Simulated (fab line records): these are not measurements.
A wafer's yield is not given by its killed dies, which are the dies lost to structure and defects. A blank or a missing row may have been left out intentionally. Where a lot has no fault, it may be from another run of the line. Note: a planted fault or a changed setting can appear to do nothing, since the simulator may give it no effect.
fab line records	flow nand_harc
[record] lots = 6	wafers = 18	last_day = 24
route steps=1159 shown A_M1@1038 END@1159
lots that met no fault: taken from a fault-free run of the same line
start_h: start of the lot's first displayed wafer, in hours after the record's first day	wait_h: hours from the lot's prior step to this one	" as in the row above	L1.1+2: a row that stands for several wafers	- no value, or no start was given	* or withheld: withheld	< > ~ a bound
route shown NAME@n: a module of which the file shows steps, and the number in the route of the first	usual: mean/standard deviation taken from wafers without a fault	same: alike in all rows	chamber/n: place in a boat	sites: readings site by site	_std_site: their standard deviation	_edge_site: the outer-site mean with the inner-site mean subtracted	radius_mm: for every site, how far away it sits from the centre of the wafer	mask NAME#n: copy n	behind: the tool/chamber that last shaped the wafer	hold: what put the lot on hold/how long, in hours/how the hold closed	device: whichever transistor did not switch (one of n, p or np)	end of line: tests of these same wafers at the route's end	step lacking rows: just its recipe	killed: dies lost to structure and defects at the first sort, not the wafer's yield	map: per-die view of a wafer (x killed, . not killed, _ where there is no die)
set.NAME: the run value of the setting; set.NAME@STEP: its run value at that earlier step	model.NAME: the simulator's own value behind a step, which no gauge read
a table for each step, a row for each wafer; lots at some steps of the route
services: from which hour (start_h, from the record's first day; less than 0 if before it) a tool's chamber was out of use, for how many hours, and why
[[steps]]
[step NHARC_A_M1_INSPECT_11]
[usual] raw_defect_count = 29/13
lot.wafer	tool	chamber	start_h	wait_h	raw_defect_count
L638.4	defect_inspect-02	-	404.00	0.1	16
L638.5	"	-	"	"	13
L638.6	"	-	"	"	12
L644.3	defect_inspect-02	-	431.85	0.0	36
L644.5	"	-	"	"	29
L644.6	"	-	"	"	30
L651.1	defect_inspect-01	-	458.67	0.0	6
L651.2	"	-	"	"	16
L651.4	"	-	"	"	13
L649.1	defect_inspect-02	-	474.61	0.0	20
L649.4	"	-	"	"	22
L649.6	"	-	"	"	22
L650.4	defect_inspect-01	-	474.83	0.0	40
L650.5	"	-	"	"	45
L650.6	"	-	"	"	57
L660.2	defect_inspect-02	-	537.74	0.0	41
L660.3	"	-	"	"	45
L660.4	"	-	"	"	47
[step NHARC_A_M1_DESCUM_14]
[recipe] time_s = 3	o2_flow_sccm = 200	ar_flow_sccm = 0	bias_power_w = 0	chemistry = O2
[step NHARC_A_M1_ETCH_35]
[recipe] target_depth_a = 400	overetch_a = 120	time_s = 43.94	ion_energy_ev = 200	n2_flow_sccm = 150	h2_flow_sccm = 150	ar_flow_sccm = 0	rf_w = 400	bias_w = 150	chemistry = N2/H2
[usual] chamber_pressure_mTorr = 29.999/0.026	drypump_motor_current_A = 5.8/0.35	oes_product_au = 1.002/0.0099	rf_vpp_V = 429.3/2.3	showerhead_plenum_p_Torr = 2.00/0.078	throttle_valve_pct = 14.172/0.0096
lot.wafer	tool	chamber	start_h	wait_h	chamber_pressure_mTorr	drypump_motor_current_A	oes_product_au	rf_hours_counter_h	rf_vpp_V	showerhead_plenum_p_Torr	throttle_valve_pct
L638.4	rie_diel-09	0	404.14	0.1	29.987	5.7	1.018	5	428.2	1.94	14.170
L638.5	"	0	"	"	30.018	5.7	1.005	-	429.3	1.94	14.174
L638.6	"	1	"	"	29.969	5.2	1.001	-	434.1	2.19	14.189
L644.3	rie_diel-08	2	432.11	0.2	30.006	5.5	0.993	9	428.1	1.96	14.165
L644.5	"	0	"	"	30.008	5.6	1.003	-	426.6	1.92	14.167
L644.6	"	1	"	"	30.011	6.1	1.016	-	429.0	1.92	14.172
L651.2	rie_diel-08	1	458.81	0.1	29.987	6.1	1.012	11	428.7	1.92	14.171
L651.1	"	3	"	"	29.957	5.4	1.009	12	431.2	2.03	14.163
L651.4	"	0	"	"	30.013	5.6	1.015	12	426.8	1.92	14.180
L649.4	rie_diel-13	2	474.77	0.1	30.024	5.9	1.016	0	427.2	1.93	14.175
L649.1	"	3	"	"	30.009	6.6	1.012	0	430.5	2.08	14.184
L649.6	"	0	"	"	29.990	6.1	1.022	-	427.9	1.96	14.181
L650.4	rie_diel-09	0	474.98	0.1	30.020	5.7	1.012	2	427.7	1.94	14.169
L650.5	"	3	"	"	29.964	5.4	1.003	-	433.8	2.14	14.157
L650.6	"	0	"	"	30.000	5.7	1.018	-	428.2	1.94	14.175
L660.3	rie_diel-13	1	537.89	0.1	29.992	6.0	0.991	2	432.2	2.06	14.182
L660.4	"	2	"	"	29.962	6.0	1.010	1	428.0	1.93	14.163
L660.2	"	3	"	"	29.982	6.6	1.006	2	432.0	2.08	14.182
[step NHARC_A_M1_ETCH_15]
[recipe] target_depth_a = 1825	time_s = 91.2	c4f8_flow_sccm = withheld	ar_flow_sccm = 400	rf_w = 600	bias_w = 300	chemistry = C4F8/Ar
[step NHARC_A_M1_CD_MEAS_16]
[usual] cd_nm = 120.2/0.76
lot.wafer	tool	chamber	start_h	wait_h	cd_nm
L638.4	cd_sem-02	-	404.37	-	119.2
L638.5	"	-	"	"	119.2
L638.6	"	-	"	"	119.7
L644.3	cd_sem-01	-	432.33	-	120.3
L644.5	"	-	"	"	119.2
L644.6	"	-	"	"	120.7
L651.1	cd_sem-02	-	459.03	-	120.5
L651.2	"	-	"	"	122.0
L651.4	"	-	"	"	120.7
L649.1	cd_sem-02	-	474.98	-	120.1
L649.4	"	-	"	"	120.4
L649.6	"	-	"	"	120.5
L650.4	cd_sem-03	-	475.20	-	120.3
L650.5	"	-	"	"	120.1
L650.6	"	-	"	"	120.7
L660.2	cd_sem-01	-	538.10	-	118.7
L660.3	"	-	"	"	118.0
L660.4	"	-	"	"	120.6
[step NHARC_A_M1_STRIP_18]
[recipe] power_w = 1000	n2_flow_sccm = 150	h2_flow_sccm = 150	ar_flow_sccm = 0	bias_w = 0	chemistry = N2/H2
[step NHARC_A_M1_ETCH_28]
[recipe] target_depth_a = 300	over_etch_frac = 0.3	time_s = 72.99	ion_energy_ev = 150	cf4_flow_sccm = 50	n2_flow_sccm = 100	ar_flow_sccm = 150	rf_w = 300	bias_w = 100	chemistry = CF4/N2
[usual] chamber_pressure_mTorr = 30.001/0.029	drypump_motor_current_A = 5.9/0.41	oes_product_au = 1.000/0.0094	rf_vpp_V = 313.7/1.8	showerhead_plenum_p_Torr = 2.60/0.099	throttle_valve_pct = 19.794/0.0091
lot.wafer	tool	chamber	start_h	wait_h	chamber_pressure_mTorr	drypump_motor_current_A	oes_product_au	rf_hours_counter_h	rf_vpp_V	showerhead_plenum_p_Torr	throttle_valve_pct
L638.4	rie_diel-13	0	-	-	30.014	6.1	0.999	3	311.9	2.53	19.791
L638.5	"	2	"	"	29.923	5.9	0.993	-	312.2	2.49	19.801
L638.6	"	3	"	"	30.034	6.7	0.988	-	313.4	2.67	19.811
L644.3	rie_diel-13	3	-	-	29.985	6.7	0.998	4	314.1	2.67	19.794
L644.6	"	2	"	"	30.074	5.9	0.997	-	311.5	2.49	19.785
L644.5	"	3	"	"	29.993	6.6	0.996	-	314.5	2.67	19.798
L651.4	rie_diel-09	2	-	-	29.977	5.7	1.006	1	313.0	2.56	19.779
L651.2	"	3	"	"	29.974	5.5	0.980	1	316.3	2.74	19.786
L651.1	"	0	"	"	30.003	5.7	1.001	1	313.9	2.51	19.798
L649.1	rie_diel-08	3	-	-	30.021	5.4	0.999	14	315.2	2.62	19.807
L649.4	"	1	"	"	30.012	6.1	0.998	14	312.0	2.49	19.804
L649.6	"	2	"	"	30.046	5.5	0.988	-	312.8	2.53	19.798
L650.4	rie_diel-13	3	-	-	29.980	6.6	1.013	0	314.7	2.67	19.794
L650.6	"	1	"	"	29.940	6.0	0.992	-	314.5	2.66	19.783
L650.5	"	2	"	"	30.002	5.9	1.002	-	312.0	2.49	19.790
L660.2	rie_diel-13	2	-	-	29.989	5.9	1.008	2	311.2	2.49	19.794
L660.4	"	3	"	"	29.986	6.6	0.998	2	314.3	2.67	19.759
L660.3	"	0	"	"	30.011	6.1	1.001	2	312.2	2.53	19.775
[step NHARC_A_M1_STRIP_19]
[recipe] time_s = 600	temp_c = 30	chemistry = post_etch_residue_remover
[step NHARC_A_M1_DEGAS_29]
[recipe] temp_c = 250	time_s = 60
[step NHARC_A_M1_PRE_CLEAN_30]
[recipe] time_s = 30	temp_c = 280	gas = H2/He
[usual] heater_power_w = 417/40
lot.wafer	tool	chamber	start_h	wait_h	heater_power_w
L638.4	pvd_sputter-01	-	-	-	366
L638.6	"	-	"	"	367
L638.5	"	-	"	"	367
L644.3	pvd_sputter-01	-	-	-	424
L644.5	"	-	"	"	407
L644.6	"	-	"	"	418
L651.2	pvd_sputter-02	-	-	-	370
L651.4	"	-	"	"	390
L651.1	"	-	"	"	453
L649.4	pvd_sputter-01	-	-	-	417
L649.1	"	-	"	"	369
L649.6	"	-	"	"	364
L650.4	pvd_sputter-03	-	-	-	390
L650.6	"	-	"	"	454
L650.5	"	-	"	"	412
L660.3	pvd_sputter-01	-	-	-	402
L660.4	"	-	"	"	415
L660.2	"	-	"	"	360
[step NHARC_A_M1_PVD_20]
[recipe] target_thk_a = 50	bias_v = 168.6	power_w = 15000	chamber_pressure_pa = 0.12	time_s = 8.06	substrate_temp_c = 50	material = TaN
[usual] throttle_valve_pct = 29.9/1.4
lot.wafer	tool	chamber	start_h	wait_h	throttle_valve_pct
L638.4	pvd_sputter-01	-	-	-	27.0
L638.5	"	-	"	"	30.4
L638.6	"	-	"	"	32.3
L644.3	pvd_sputter-01	-	-	-	32.1
L644.5	"	-	"	"	26.9
L644.6	"	-	"	"	29.1
L651.4	pvd_sputter-02	-	-	-	30.3
L651.1	"	-	"	"	29.3
L651.2	"	-	"	"	30.6
L649.1	pvd_sputter-01	-	-	-	32.2
L649.4	"	-	"	"	29.3
L649.6	"	-	"	"	32.4
L650.4	pvd_sputter-03	-	-	-	31.0
L650.6	"	-	"	"	30.6
L650.5	"	-	"	"	28.3
L660.2	pvd_sputter-01	-	-	-	30.5
L660.4	"	-	"	"	32.2
L660.3	"	-	"	"	27.0
[step NHARC_A_M1_PVD_21]
[recipe] target_thk_a = 300	chamber_pressure_pa = 5	power_w = 5000	substrate_temp_c = 30	time_s = 20.49	material = Cu
[usual] throttle_valve_pct = 29.9/1.4
lot.wafer	tool	chamber	start_h	wait_h	throttle_valve_pct
L638.4	pvd_sputter-01	-	-	-	26.9
L638.5	"	-	"	"	27.0
L638.6	"	-	"	"	29.2
L644.3	pvd_sputter-01	-	-	-	27.0
L644.6	"	-	"	"	32.4
L644.5	"	-	"	"	26.9
L651.1	pvd_sputter-02	-	-	-	29.2
L651.4	"	-	"	"	30.2
L651.2	"	-	"	"	30.4
L649.4	pvd_sputter-01	-	-	-	29.0
L649.1	"	-	"	"	30.6
L649.6	"	-	"	"	26.9
L650.4	pvd_sputter-03	-	-	-	29.4
L650.6	"	-	"	"	31.1
L650.5	"	-	"	"	29.5
L660.4	pvd_sputter-01	-	-	-	32.2
L660.3	"	-	"	"	29.4
L660.2	"	-	"	"	30.2
[step NHARC_A_M1_ECD_22]
[recipe] target_thk_a = 4000	bath_temp_c = 25	material = Cu
lot.wafer	tool	chamber	start_h	wait_h
L638.4+5+6	ecd_cu-01	0,0,1	405.64	-
L644.3+5+6	ecd_cu-02	0,0,1	433.61	-
L651.2+1+4	ecd_cu-02	1,0,0	460.12	-
L649.1+4+6	ecd_cu-02	1,0,1	476.11	-
L650.4+5+6	ecd_cu-01	0,0,1	476.38	-
L660.2+4+3	ecd_cu-01	0,0,1	539.78	-
[step NHARC_A_M1_ANNEAL_31]
[recipe] temp_c = 225	time_s = 90
[step NHARC_A_M1_CMP_23]
[recipe] t_overpolish_s = 20	target_thk_nm = 154.34
[usual] motor_current_A = 12.0/1.1	slurry_filter_dp_kPa = 13.50/0.13	time_to_endpoint_s = 31/3
lot.wafer	tool	chamber	start_h	wait_h	motor_current_A	slurry_filter_dp_kPa	time_to_endpoint_s
L638.4	cmp-04	3	406.35	-	12.6	13.41	33
L638.6	"	1	"	"	9.9	13.69	33
L638.5	"	2	"	"	11.0	13.73	25
L644.3	cmp-04	1	434.28	-	10.2	13.42	30
L644.5	"	0	"	"	12.0	13.49	28
L644.6	"	1	"	"	9.8	13.40	33
L651.2	cmp-02	2	460.84	-	12.3	13.26	30
L651.4	"	0	"	"	11.6	13.43	19
L651.1	"	1	"	"	13.8	13.52	17
L649.1	cmp-02	1	476.78	-	13.3	13.08	26
L649.4	"	3	"	"	11.5	13.36	11
L649.6	"	2	"	"	13.0	13.46	33
L650.4	cmp-01	1	477.06	-	13.0	13.28	25
L650.5	"	3	"	"	12.2	13.56	29
L650.6	"	0	"	"	10.2	13.54	33
L660.3	cmp-04	0	540.51	-	11.2	13.40	28
L660.2	"	1	"	"	9.9	13.39	36
L660.4	"	3	"	"	12.7	13.43	34
[step NHARC_A_M1_THK_MEAS_24]
[recipe] thk_meas_gauge = xrf
[usual] thk_nm = 155.1/1.5
lot.wafer	tool	chamber	start_h	wait_h	thk_nm
L638.4	film_metro-01	-	406.62	-	154.1
L638.5	"	-	"	"	153.2
L638.6	"	-	"	"	157.4
L644.3	film_metro-01	-	434.57	-	156.6
L644.5	"	-	"	"	154.3
L644.6	"	-	"	"	155.9
L651.1	film_metro-01	-	461.16	-	153.9
L651.2	"	-	"	"	154.9
L651.4	"	-	"	"	158.0
L649.1	film_metro-01	-	477.09	-	153.3
L649.4	"	-	"	"	152.6
L649.6	"	-	"	"	154.9
L650.4	film_metro-01	-	477.32	-	153.6
L650.5	"	-	"	"	155.0
L650.6	"	-	"	"	156.3
L660.2	film_metro-02	-	540.82	-	154.5
L660.3	"	-	"	"	154.3
L660.4	"	-	"	"	156.0
[step NHARC_END_SORT_01]
[recipe] temp_c = 25
[usual] defect_limited_yield = 95.6/1.6	killed_at_array = 26/10	killed_at_other = 0.5/0.87	killed_at_periphery = 3.0/2.5	killed_dies = 29/11	killed_open = 3.3/1.9	killed_short = 1.8/1.5	sort_bin_2_pct = 1.3/0.63	sort_bin_3_pct = 0.25/0.22	sort_bin_4_pct = 2.8/1.1	sort_n_pass = 648/11	sort_rim_yield_pct = 96.5/2.6	sort_yield_pct = 95.6/1.6
[same] gross_dies = 677	sort_bin_5_pct[%] = 0	sort_bin_6_pct[%] = 0	sort_bin_7_pct[%] = 0	sort_bin_8_pct[%] = 0	sort_rim_n_gross = 106.00
lot.wafer	tool	chamber	start_h	wait_h	defect_limited_yield[%]	killed_at_array	killed_at_other	killed_at_periphery	killed_dies	killed_open	killed_short	sort_bin_2_pct[%]	sort_bin_3_pct[%]	sort_bin_4_pct[%]	sort_n_pass	sort_rim_yield_pct[%]	sort_yield_pct[%]
L649.1	prober-01	0	511.50	2.5	96.8	19	0	3	22	2	1	0.6	0.44	2.2	655	97.2	96.8
L649.4	prober-01	0	513.89	3.4	95.6	24	0	6	30	2	3	1.8	0	2.7	647	96.2	95.6
L649.6	prober-01	0	515.48	4.0	96.5	23	0	1	24	2	0	1.0	0.15	2.4	653	98.1	96.5
L650.4	prober-02	0	513.89	3.4	93.4	36	0	9	45	4	0	1.5	0.44	4.7	632	93.4	93.4
L650.5	prober-02	0	514.69	3.7	91.7	44	0	12	56	5	1	3.1	0.74	4.4	621	95.3	91.7
L650.6	prober-02	0	515.48	4.0	92.0	40	0	14	54	2	5	1.9	0.15	5.9	623	94.3	92.0
L660.2	prober-02	0	575.14	2.8	94.7	32	3	1	36	6	1	1.2	0.15	4.0	641	91.5	94.7
L660.3	prober-02	0	575.92	3.1	93.5	37	3	4	44	4	5	2.2	0.59	3.7	633	99.1	93.5
L660.4	prober-02	0	576.69	3.3	95.4	27	2	2	31	0	0	1.8	0	2.8	646	90.6	95.4
// killed by level:class
L649.1 A_SLIT:chamber_film_flake=13 A_CHANNEL_HOLE_D1:chamber_film_flake=3 P_M0:geometric_particle:open=1 A_STAIRCASE:geometric_particle:open=1 A_SGD_CUT:geometric_particle:short=1 P_STI:chamber_film_flake=1 P_GATE:chamber_film_flake=1 A_STAIRCASE:chamber_film_flake=1
L649.4 A_SLIT:chamber_film_flake=12 P_GATE:chamber_film_flake=3 A_CHANNEL_HOLE_D1:chamber_film_flake=3 A_CONTACT:chamber_film_flake=3 A_CONTACT:geometric_particle:open=2 P_CONTACT:geometric_particle:short=1 A_CHANNEL_FILL_D1:geometric_particle:short=1 A_WL_FILL:geometric_particle:short=1
L650.4 A_SLIT:chamber_film_flake=16 A_CHANNEL_HOLE_D1:chamber_film_flake=14 P_STI:chamber_film_flake=4 P_CONTACT:chamber_film_flake=3 A_STAIRCASE:chamber_film_flake=2 P_GATE:geometric_particle:open=1 A_CHANNEL_HOLE_D1:geometric_particle:open=1 A_BLC:geometric_particle:open=1
L650.5 A_CHANNEL_HOLE_D1:chamber_film_flake=19 A_SLIT:chamber_film_flake=16 P_STI:chamber_film_flake=8 A_CONTACT:geometric_particle:open=2 A_M0:geometric_particle:open=2 P_GATE:chamber_film_flake=2 P_CONTACT:chamber_film_flake=2 A_ONON_D1:geometric_particle:short=1
L649.6 A_SLIT:chamber_film_flake=14 A_CHANNEL_HOLE_D1:chamber_film_flake=5 A_CONTACT:chamber_film_flake=2 A_CONTACT:geometric_particle:open=1 A_M0:geometric_particle:open=1 P_GATE:chamber_film_flake=1
L650.6 A_CHANNEL_HOLE_D1:chamber_film_flake=22 A_SLIT:chamber_film_flake=8 P_STI:chamber_film_flake=5 P_CONTACT:chamber_film_flake=4 A_WL_FILL:geometric_particle:short=3 P_M2:chamber_film_flake=3 A_M0:geometric_particle:short=2 P_GATE:chamber_film_flake=2
L660.2 A_SLIT:chamber_film_flake=12 A_CHANNEL_HOLE_D1:chamber_film_flake=7 A_STAIRCASE:chamber_film_flake=3 A_CONTACT:chamber_film_flake=3 THIN_TSV:chamber_film_flake=3 A_CHANNEL_FILL_D1:geometric_particle:open=2 P_M0:geometric_particle:open=1 A_SGD_CUT:geometric_particle:short=1
L660.3 A_SLIT:chamber_film_flake=16 A_CHANNEL_HOLE_D1:chamber_film_flake=6 A_STAIRCASE:chamber_film_flake=3 A_WL_FILL:chamber_film_flake=3 THIN_TSV:chamber_film_flake=3 A_CONTACT:geometric_particle:short=2 A_CONTACT:chamber_film_flake=2 P_GATE:geometric_particle:open=1
L660.4 A_SLIT:chamber_film_flake=11 A_CHANNEL_HOLE_D1:chamber_film_flake=6 A_STAIRCASE:chamber_film_flake=4 A_WL_FILL:chamber_film_flake=4 P_M2:chamber_film_flake=2 THIN_TSV:chamber_film_flake=2 A_ZERO_WELL:chamber_film_flake=1 A_CONTACT:chamber_film_flake=1
[[services]]
tool	chamber	start_h	hours	kind
cmp-04	-	384.99	0.7	repair
pvd_sputter-02	-	393.43	10.0	pm
cmp-04	-	399.00	4.0	pm
ecd_cu-02	-	403.21	17.4	repair
cmp-02	-	403.79	0.5	repair
pvd_sputter-02	-	420.11	0.6	repair
rie_diel-09	-	431.10	9.0	pm
pvd_sputter-02	-	446.17	0.8	repair
ecd_cu-01	-	448.14	8.0	pm
rie_diel-08	1	448.29	1.4	repair
cmp-04	-	452.92	13.5	repair
rie_diel-13	-	453.00	9.0	pm
pvd_sputter-03	-	458.00	10.0	pm
cmp-04	-	466.56	0.3	repair
pvd_sputter-02	-	467.44	6.9	repair
cmp-04	-	474.20	1.1	repair
rie_diel-08	0	476.64	8.5	repair
rie_diel-08	-	479.07	9.0	pm
rie_diel-09	3	486.74	2.6	repair
cmp-04	-	497.07	4.0	pm
pvd_sputter-02	-	507.50	2.0	repair
pvd_sputter-01	-	521.16	2.6	repair
ecd_cu-02	-	528.55	4.7	repair
ecd_cu-02	-	533.27	8.0	pm
[[key]]
[first_sign] step = NHARC_A_M1_CMP_23	reading = time_to_endpoint_s	direction = down	sigmas = 5	usual = *	struck = *
effect none on later readings
met_at NHARC_A_M1_ECD_22
struck_wafers L649.4,L651.1,L651.4
onset_between 433.61 460.12
[fault] kind = process_parameter_drift	tool = ecd_cu-02	chamber = 0	onset_h = 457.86	steps = NHARC_A_M1_ECD_22	channel = target_thk_a	offset = *	shape = step	end_h = 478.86	acts_in = *	stated = *
